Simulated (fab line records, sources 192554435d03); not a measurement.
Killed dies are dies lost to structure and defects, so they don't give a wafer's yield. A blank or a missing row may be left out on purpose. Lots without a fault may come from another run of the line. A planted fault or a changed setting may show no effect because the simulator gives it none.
fab line records | flow n5_finfet
record lots=7 wafers=21
route steps=1938 shown SDB@347 GATE_CUT@469 MOL_CONTACT_COAG@565 BEOL_M0_CUTY@702 BEOL_M1@768 BEOL_M2@846
start_h: hours from the record's first day to the start of the lot's first wafer shown | wait_h: hours since the lot's step before | " the same as in the row above | L1.1+2: a row that stands for several wafers | - no value, or no start given | * or withheld: withheld | < > ~ a bound
route shown NAME@n: a module of which the file shows steps, and the number in the route of the first | usual: mean/standard deviation of fault-free wafers | same: alike in all rows | chamber/n: place in a boat | sites: the reading at each site | _std_site: their standard deviation | _edge_site: outer sites' mean less inner sites' | radius_mm: how far each site lies from the wafer's centre | mask NAME#n: copy n | behind: the tool/chamber that last shaped the wafer | hold: why the lot was held/for how many hours/how that ended | device: the transistor (n, p or np) that didn't switch | end of line: the same wafers' tests at the end of the route | a step without rows: its recipe alone | killed: dies lost to structure and defects at the first sort, not the wafer's yield | map: a wafer's dies, x killed, . not, _ none there
set.NAME: the setting as run; set.NAME@STEP: as run at that earlier step | model.NAME: the simulator's own value behind a step, which no gauge read
lots whose settings were changed on purpose; a table a step, a row a wafer
## steps
# step N5_SDB_HM_DEP_00
# recipe material=SiNx target_thk_a=400 temp_c=400 precursor=SiH4/NH3/N2 pressure_torr=1.5 rf_w=300 time_s=35.3
# columns lot.wafer tool chamber start_h wait_h set.time_s model.SiNx_of_SDB_HM_DEP_00.thk_nm
L078.1 pecvd-04 1 89.40 0.0 35.3 40.4
L078.2 " 2 " " 37.22 42.4
L078.3 " 0 " " 37.22 43
L081.2 pecvd-03 0 111.20 0.0 39.07 43.6
L081.4 " 0 " " 35.3 39.6
L081.5 " 1 " " 39.07 44.4
L082.1 pecvd-04 2 117.61 0.0 35.3 40
L082.5 " 2 " " 35.3 41
L082.6 " 0 " " 39.06 45.6
L087.1+3 pecvd-02 1,0 144.57 0.0 30.9 35.4
L087.4 " 1 " " 35.3 41.6
L088.1 pecvd-03 1 148.64 0.0 35.3 39.6
L088.4 " 2 " " 35.3 40.2
L088.6 " 1 " " 38.52 44.2
L090.2 pecvd-04 2 161.95 0.0 35.3 40
L090.4 " 0 " " 32.74 38.2
L090.5 " 2 " " 35.3 40.8
L097.1 pecvd-02 0 207.83 0.0 35.3 40.4
L097.5+6 " 1,0 " " 35.3 40.8
# step N5_SDB_COAT_03
# recipe resist=SOC temp_c=250 time_s=60 spin_rpm=1500 resist_thk_nm=100
# step N5_SDB_COAT_04
# recipe resist=SiARC temp_c=220 time_s=60 spin_rpm=1500 resist_thk_nm=18
# step N5_SDB_STRIP_19
# recipe chemistry=N2/H2 temp_c=40 n2_flow_sccm=200 h2_flow_sccm=200 rf_frequency_hz=6e+07
# step N5_SDB_STRIP_21
# recipe chemistry=CF4 resist=SiARC power_w=300 bias_power_w=75 pressure_mtorr=50 cf4_flow_sccm=150 rf_frequency_hz=6e+07
# step N5_SDB_HM_OPEN_20
# recipe chemistry=CH3F/O2 target=SiNx mask_material=SOC target_depth_a=240 stop_on=poly-Si over_etch_frac=0.4 ion_energy_ev=120 pressure_mtorr=30 source_w=395 bias_w=73 Ar_flow_sccm=150 CH3F_flow_sccm=30 O2_flow_sccm=20
# columns lot.wafer tool chamber start_h wait_h set.time_s@SDB_HM_DEP_00 model.etch.depth_nm
L078.1 rie_diel-01 1 90.16 0.0 35.3 24.4
L078.2 " 0 " " 37.22 26.32
L078.3 " 2 " " 37.22 27.01
L081.2 rie_diel-04 0 112.23 0.0 39.07 27.69
L081.4 " 3 " " 35.3 23.63
L081.5 " 0 " " 39.07 28.33
L082.1 rie_diel-04 3 118.26 0.0 35.3 24.1
L082.5 " 3 " " 35.3 24.92
L082.6 " 1 " " 39.06 29.56
L087.1 rie_diel-01 0 145.22 0.0 30.9 19.44
L087.3 " 1 " " 30.9 19.47
L087.4 " 2 " " 35.3 25.69
L088.1 rie_diel-04 3 149.28 0.0 35.3 23.64
L088.4 " 1 " " 35.3 24.22
L088.6 " 3 " " 38.52 28.26
L090.2 rie_diel-02 2 162.72 0.0 35.3 23.95
L090.4 " 3 " " 32.74 22.3
L090.5 " 3 " " 35.3 24.8
L097.1 rie_diel-01 0 209.40 0.0 35.3 24.34
L097.5 " 2 " " 35.3 24.82
L097.6 " 3 " " 35.3 24.87
# step N5_SDB_STRIP_22
# recipe chemistry=N2/H2 power_w=1000 temp_c=250 h2_frac=0.65 overash_fraction=0.3 pressure_mtorr=withheld n2_flow_sccm=1750 h2_flow_sccm=3250
# step N5_SDB_PRECLEAN_23
# recipe chemistry=dHF time_s=30 temp_c=25 dilution=withheld
# step N5_SDB_DUMMY_REMOVE_24
# recipe chemistry=TMAH temp_c=70 target=poly-Si stop_on=SiO2 target_depth_nm=142 conc_wt_pct=5 time_s=57 dry=ipa_marangoni rinse_time_s=30 rinse_temp_c=23
# step N5_SDB_ETCH_25
# recipe chemistry=C4F6/O2 target=SiO2 target_depth_a=100 time_s=3.3 ion_energy_ev=250 mask_material=SiNx pressure_mtorr=30 source_w=345 bias_w=185 Ar_flow_sccm=300 C4F6_flow_sccm=10 O2_flow_sccm=10
# step N5_SDB_CUT_ETCH_26
# recipe chemistry=HBr/Cl2/O2 target=Si target_depth_a=1296 bt_time_s=20 mask_material=SiNx time_s=51.8 ion_energy_ev=* bias_w=* pressure_mtorr=10 icp_w=800 HBr_flow_sccm=150 Cl2_flow_sccm=80 O2_flow_sccm=12
# columns lot.wafer tool chamber start_h wait_h set.time_s@SDB_HM_DEP_00 model.SiNx_of_SDB_HM_DEP_00.thk_nm
L078.1 rie_si-02 2 90.55 0.1 35.3 21.6
L078.2 " 3 " " 37.22 24.6
L078.3 " 1 " " 37.22 25.4
L081.2 rie_si-06 0 112.93 0.1 39.07 25.2
L081.4 " 2 " " 35.3 22.2
L081.5 " 1 " " 39.07 25.4
L082.1 rie_si-06 1 118.64 0.1 35.3 21.2
L082.5 " 1 " " 35.3 22.2
L082.6 " 2 " " 39.06 28.4
L087.1 rie_si-02 3 145.95 0.1 30.9 17.4
L087.3 " 0 " " 30.9 16.8
L087.4 " 2 " " 35.3 22.4
L088.1 rie_si-02 3 149.98 0.1 35.3 21.6
L088.4 " 2 " " 35.3 21.2
L088.6 " 3 " " 38.52 26
L090.2 rie_si-02 3 163.15 0.1 35.3 22
L090.4 " 2 " " 32.74 19.4
L090.5 " 0 " " 35.3 22.2
L097.1 rie_si-04 3 209.94 0.1 35.3 21.8
L097.5+6 " 1,2 " " 35.3 23
# step N5_GATE_CUT_ETCH_58
# recipe chemistry=CH3F/O2 target=SiNx target_depth_a=170 time_s=128.6 ion_energy_ev=50 pressure_mtorr=30 source_w=415 bias_w=21 Ar_flow_sccm=150 CH3F_flow_sccm=30 O2_flow_sccm=20
# columns lot.wafer tool chamber start_h wait_h set.time_s model.etch.depth_nm
L078.1 rie_diel-06 1 103.98 0.0 128.6 16.89
L078.2 " 2 " " 128.6 17.45
L078.3 " 3 " " 110.5 15.27
L081.2 rie_diel-06 3 125.82 0.0 104.6 14.36
L081.4 " 0 " " 104.6 13.46
L081.5 " 3 " " 104.6 14.35
L082.1 rie_diel-03 2 131.87 0.0 143.2 19.06
L082.5 " 1 " " 128.6 17.23
L082.6 " 2 " " 143.2 18.96
L087.1 rie_diel-06 2 158.73 0.0 128.6 17.47
L087.3 " 0 " " 118.1 15.51
L087.4 " 3 " " 128.6 17.68
L088.1 rie_diel-03 0 163.22 0.0 128.6 17.03
L088.4 " 3 " " 155.3 20.2
L088.6 " 1 " " 155.3 20.65
L090.2 rie_diel-06 1 176.11 0.1 101.5 13.34
L090.4 " 1 " " 128.6 17.02
L090.5 " 2 " " 128.6 17.61
L097.1 rie_diel-06 0 224.10 0.2 128.6 16.55
L097.5 " 3 " " 128.6 17.51
L097.6 " 2 " " 128.6 17.38
# step N5_GATE_CUT_ALD_22
# recipe material=SiNx target_thk_a=160 temp_c=400 ald_precursor_family=SiH2I2 ald_co_reactant=N2/H2-plasma pulse_time_s=1 ald_cycles=320 purge_time_s=2 co_reactant_purge_time_s=2 pressure_torr=2
# columns lot.wafer tool chamber start_h wait_h set.ald_cycles model.SiNx_of_GATE_CUT_ALD_22.thk_nm
L078.1+3 ald_sin-02 3,1 108.32 0.0 320 16
L078.2 " 2 " " 320 16.2
L081.2 ald_sin-04 2 130.03 0.0 287 14.2
L081.4 " 3 " " 320 16
L081.5 " 0 " " 287 14
L082.1 ald_sin-02 1 136.76 0.0 288 14.4
L082.5+6 " 2,3 " " 320 16
L087.1 ald_sin-02 2 163.09 0.0 320 16.2
L087.3 " 1 " " 302 15.2
L087.4 " 3 " " 320 16
L088.1+4 ald_sin-03 1 169.02 0.0 357 18
L088.6 " 0 " " 320 16
L090.2+4 ald_sin-04 2,3 180.84 0.0 320 16
L090.5 " 0 " " 320 15.8
L097.1 ald_sin-02 1 229.83 1.4 320 16
L097.5+6 " 2,0 " " 320 16.2
# step N5_GATE_CUT_CMP_23
# recipe stop_on=SiO2 t_overpolish_s=23.4 post_cmp_clean=alkaline_brush down_force_psi=2.5 platen_rpm=51.8 pad_velocity_m_s=1.0307 target_thk_nm=16
# columns lot.wafer tool chamber start_h wait_h set.platen_rpm set.ald_cycles@GATE_CUT_ALD_22 model.SiNx_of_GATE_CUT_ALD_22.thk_nm
L078.2+3 cmp-03 3,2 109.81 0.8 52.5 320 16
L078.1 " 0 " " 51.8 320 16
L081.2 cmp-04 2 131.60 0.8 51.8 287 14.2
L081.4 " 3 " " 51.8 320 16
L081.5 " 0 " " 51.8 287 14
L082.1 cmp-02 1 138.32 0.8 51.8 288 14.4
L082.6 " 3 " " 52.54 320 16
L082.5 " 0 " " 51.8 320 16
L087.3 cmp-04 3 164.58 0.8 51.8 302 15.2
L087.4 " 1 " " 51.8 320 16
L087.1 " 2 " " 51.8 320 16.2
L088.1 cmp-02 2 170.55 0.8 51.8 357 17.6
L088.4 " 3 " " 51.3 357 17.8
L088.6 " 2 " " 51.8 320 16
L090.2+4 cmp-03 0,1 182.41 0.8 53.26 320 16
L090.5 " 3 " " 53.26 320 15.8
L097.1 cmp-02 0 231.59 1.0 51.8 320 16
L097.6+5 " 1,2 " " 51.8 320 16.2
# step N5_MOL_CONTACT_COAG_COAT_76
# recipe resist=SiARC temp_c=220 time_s=60 spin_rpm=1500 resist_thk_nm=10
# columns lot.wafer tool chamber start_h wait_h set.spin_rpm model.SiARC_of_MOL_CONTACT_COAG_COAT_76.thk_nm
L078.1 litho_track-04 0 - - 1500 10
L078.2+3 " 0 " " 1374 10.4
L081.2+4 litho_track-04 0 - - 1649 9.6
L081.5 " 0 " " 1500 10
L082.1 litho_track-02 0 - - 1352 10.4
L082.5 " 0 " " 1352 10.6
L082.6 " 0 " " 1500 10
L087.1+3+4 litho_track-04 0 - - 1500 10
L088.1+4+6 litho_track-04 0 - - 1500 10
L090.2+4 litho_track-04 0 - - 1500 10
L090.5 " 0 " " 1639 9.6
L097.1+5+6 litho_track-02 0 - - 1500 10
# step N5_MOL_CONTACT_COAG_COAT_77
# recipe resist=underlayer temp_c=205 time_s=60 spin_rpm=1500 resist_thk_nm=10
# step N5_MOL_CONTACT_COAG_COAT_78
# recipe resist=CAR-EUV spin_rpm=1500 resist_thk_nm=40
# step N5_MOL_CONTACT_COAG_DESCUM_88
# recipe chemistry=O2 time_s=7 source_power_w=50 bias_power_w=20 pressure_mtorr=20 rf_frequency_hz=2.712e+07 temp_c=40 resist=CAR-EUV o2_flow_sccm=225
# step N5_MOL_CONTACT_COAG_ETCH_89
# recipe chemistry=N2/H2 target=underlayer target_depth_a=130 mask_material=CAR-EUV time_s=10.4 ion_energy_ev=200 pressure_mtorr=30 source_w=840 bias_w=150 n2_flow_sccm=200 h2_flow_sccm=200 ends=cleared
# step N5_MOL_CONTACT_COAG_ETCH_90
# recipe chemistry=CF4 target=SiARC target_depth_a=130 mask_material=CAR-EUV time_s=21.7 ion_energy_ev=80 pressure_mtorr=40 source_w=545 bias_w=36 Ar_flow_sccm=100 cf4_flow_sccm=100 ends=cleared
# columns lot.wafer tool chamber start_h wait_h set.spin_rpm@MOL_CONTACT_COAG_COAT_76 model.etch.depth_nm
L078.1 rie_diel-01 1 119.99 0.0 1500 9.987
L078.2 " 2 " " 1374 10.46
L078.3 " 0 " " 1374 10.45
L081.2 rie_diel-02 1 141.19 0.0 1649 9.535
L081.4 " 0 " " 1649 9.526
L081.5 " 1 " " 1500 9.991
L082.1+5 rie_diel-02 0 151.48 0.0 1352 10.5
L082.6 " 3 " " 1500 9.967
L087.1 rie_diel-01 1 175.92 0.0 1500 9.973
L087.3+4 " 2,0 " " 1500 9.947
L088.1 rie_diel-04 0 183.88 0.0 1500 10.02
L088.4 " 1 " " 1500 9.997
L088.6 " 2 " " 1500 10.01
L090.2+4 rie_diel-04 3,1 194.27 0.0 1500 10.01
L090.5 " 1 " " 1639 9.549
L097.1 rie_diel-01 3 242.83 0.0 1500 10.01
L097.5+6 " 2,3 " " 1500 9.989
# step N5_BEOL_M0_CUTY_COAT_51
# recipe resist=CAR-ArF-block spin_rpm=1500 resist_thk_nm=150
# columns lot.wafer tool chamber start_h wait_h set.spin_rpm model.CAR-ArF-block_of_BEOL_M0_CUTY_COAT_51.thk_nm
L078.1 litho_track-04 0 - - 1500 149.6
L078.2 " 0 " " 1450 152
L078.3 " 0 " " 1500 149.8
L081.2 litho_track-01 0 - - 1341 159.2
L081.4 " 0 " " 1500 150.8
L081.5 " 0 " " 1500 150.4
L082.1 litho_track-01 0 - - 1438 153.2
L082.5 " 0 " " 1500 150.2
L082.6 " 0 " " 1500 150.8
L087.1+3 litho_track-04 0 - - 1500 150.2
L087.4 " 0 " " 1555 147.2
L088.1 litho_track-05 0 - - 1500 150
L088.4 " 0 " " 1500 149.8
L088.6 " 0 " " 1500 149.4
L090.2+5 litho_track-04 0 - - 1500 149.2
L090.4 " 0 " " 1500 149.4
L097.1 litho_track-04 0 - - 1500 149.2
L097.5 " 0 " " 1500 149
L097.6 " 0 " " 1500 149.6
# step N5_BEOL_M1_ETCH_74
# recipe chemistry=N2/H2 target=underlayer target_depth_a=65 mask_material=CAR-EUV time_s=5.2 ion_energy_ev=200 pressure_mtorr=30 source_w=840 bias_w=150 n2_flow_sccm=200 h2_flow_sccm=200 ends=cleared
# usual rf_vpp_V=522.7/2.7
# columns lot.wafer tool chamber start_h wait_h set.bias_w rf_vpp_V
L078.1 rie_diel-06 1 143.15 0.0 140.8 501.7
L078.2 " 2 " " 150 520.2
L078.3 " 0 " " 150 521.0
L081.2 rie_diel-03 3 161.89 0.0 150 519.2
L081.4 " 2 " " 175.9 574.6
L081.5 " 1 " " 175.9 577.3
L082.1 rie_diel-06 0 177.17 0.0 150 522.0
L082.5 " 0 " " 150 523.9
L082.6 " 1 " " 140 498.8
L087.1 rie_diel-06 1 198.24 0.0 150 520.9
L087.3 " 0 " " 150 522.6
L087.4 " 3 " " 150 519.6
L088.1 rie_diel-06 1 211.90 0.0 150 522.1
L088.4 " 0 " " 150 522.1
L088.6 " 1 " " 150 518.0
L090.2 rie_diel-03 1 218.53 0.0 150 524.9
L090.4 " 2 " " 150 518.0
L090.5 " 0 " " 157.8 541.4
L097.1 rie_diel-05 3 265.99 0.0 150 525.3
L097.5 " 1 " " 150 527.8
L097.6 " 0 " " 150 526.8
# step N5_BEOL_M1_ETCH_64
# recipe chemistry=N2/H2 target=SOC target_depth_a=750 overetch_a=150 mask_material=SiARC temp_c=40 time_s=112.5 ion_energy_ev=200 pressure_mtorr=30 source_w=840 bias_w=150 n2_flow_sccm=200 h2_flow_sccm=200
# usual rf_vpp_V=522.7/2.5
# columns lot.wafer tool chamber start_h wait_h set.source_w rf_vpp_V
L078.1 rie_diel-06 1 143.19 0.0 785.6 530.9
L078.2 " 2 " " 840 519.3
L078.3 " 0 " " 840 520.8
L081.2 rie_diel-03 3 161.94 0.0 840 520.8
L081.4 " 2 " " 840 520.0
L081.5 " 1 " " 737.4 547.5
L082.1 rie_diel-06 0 177.21 0.0 840 524.0
L082.5 " 0 " " 840 521.0
L082.6 " 1 " " 840 519.2
L087.1 rie_diel-06 1 198.29 0.0 840 521.3
L087.3 " 0 " " 882.5 513.8
L087.4 " 3 " " 840 520.6
L088.1 rie_diel-06 1 211.94 0.0 982 493.5
L088.4 " 0 " " 982 497.3
L088.6 " 1 " " 982 493.6
L090.2 rie_diel-03 1 218.58 0.0 981.2 497.9
L090.4 " 2 " " 981.2 494.0
L090.5 " 0 " " 981.2 495.9
L097.1 rie_diel-05 3 266.04 0.0 840 524.4
L097.5 " 1 " " 840 526.0
L097.6 " 0 " " 840 525.1
# step N5_BEOL_M2_COAT_62
# recipe resist=SiARC temp_c=220 time_s=60 spin_rpm=1500 resist_thk_nm=12
# columns lot.wafer tool chamber start_h wait_h set.spin_rpm
L078.1 litho_track-04 0 - - 1434
L078.2+3 " 0 " " 1500
L081.2+4+5 litho_track-05 0 - - 1500
L082.1+5+6 litho_track-04 0 - - 1500
L087.1+3 litho_track-03 0 - - 1500
L087.4 " 0 " " 1386
L088.1+6 litho_track-04 0 - - 1500
L088.4 " 0 " " 1445
L090.2 litho_track-03 0 - - 1586
L090.4+5 " 0 " " 1500
L097.1+5+6 litho_track-03 0 - - 1500
## key
split step=N5_SDB_HM_DEP_00 setting=time_s stated=35.3 by=wafer
response step=N5_SDB_HM_DEP_00 reading=model.SiNx_of_SDB_HM_DEP_00.thk_nm change=+0.449 per=1% r=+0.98
response step=N5_SDB_HM_OPEN_20 reading=model.etch.depth_nm change=+0.447 per=1% r=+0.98
response step=N5_SDB_CUT_ETCH_26 reading=model.SiNx_of_SDB_HM_DEP_00.thk_nm change=+0.457 per=1% r=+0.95
split step=N5_GATE_CUT_ETCH_58 setting=time_s stated=128.6 by=wafer
response step=N5_GATE_CUT_ETCH_58 reading=model.etch.depth_nm change=+0.172 per=1% r=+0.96
split step=N5_GATE_CUT_ALD_22 setting=ald_cycles stated=320 by=wafer
response step=N5_GATE_CUT_ALD_22 reading=model.SiNx_of_GATE_CUT_ALD_22.thk_nm change=+0.172 per=1% r=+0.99
response step=N5_GATE_CUT_CMP_23 reading=model.SiNx_of_GATE_CUT_ALD_22.thk_nm change=+0.162 per=1% r=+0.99
split step=N5_GATE_CUT_CMP_23 setting=platen_rpm stated=51.8 by=wafer
response none clear
split step=N5_MOL_CONTACT_COAG_COAT_76 setting=spin_rpm stated=1500 by=wafer
response step=N5_MOL_CONTACT_COAG_COAT_76 reading=model.SiARC_of_MOL_CONTACT_COAG_COAT_76.thk_nm change=-0.0453 per=1% r=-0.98
response step=N5_MOL_CONTACT_COAG_ETCH_90 reading=model.etch.depth_nm change=-0.0513 per=1% r=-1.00
split step=N5_BEOL_M0_CUTY_COAT_51 setting=spin_rpm stated=1500 by=wafer
response step=N5_BEOL_M0_CUTY_COAT_51 reading=model.CAR-ArF-block_of_BEOL_M0_CUTY_COAT_51.thk_nm change=-0.786 per=1% r=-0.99
split step=N5_BEOL_M1_ETCH_74 setting=bias_w stated=150 by=wafer
response step=N5_BEOL_M1_ETCH_74 reading=rf_vpp_V change=+3.34 per=1% r=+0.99
split step=N5_BEOL_M1_ETCH_64 setting=source_w stated=840 by=wafer
response step=N5_BEOL_M1_ETCH_64 reading=rf_vpp_V change=-2.02 per=1% r=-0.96
split step=N5_BEOL_M2_COAT_62 setting=spin_rpm stated=1500 by=wafer
response none in this file
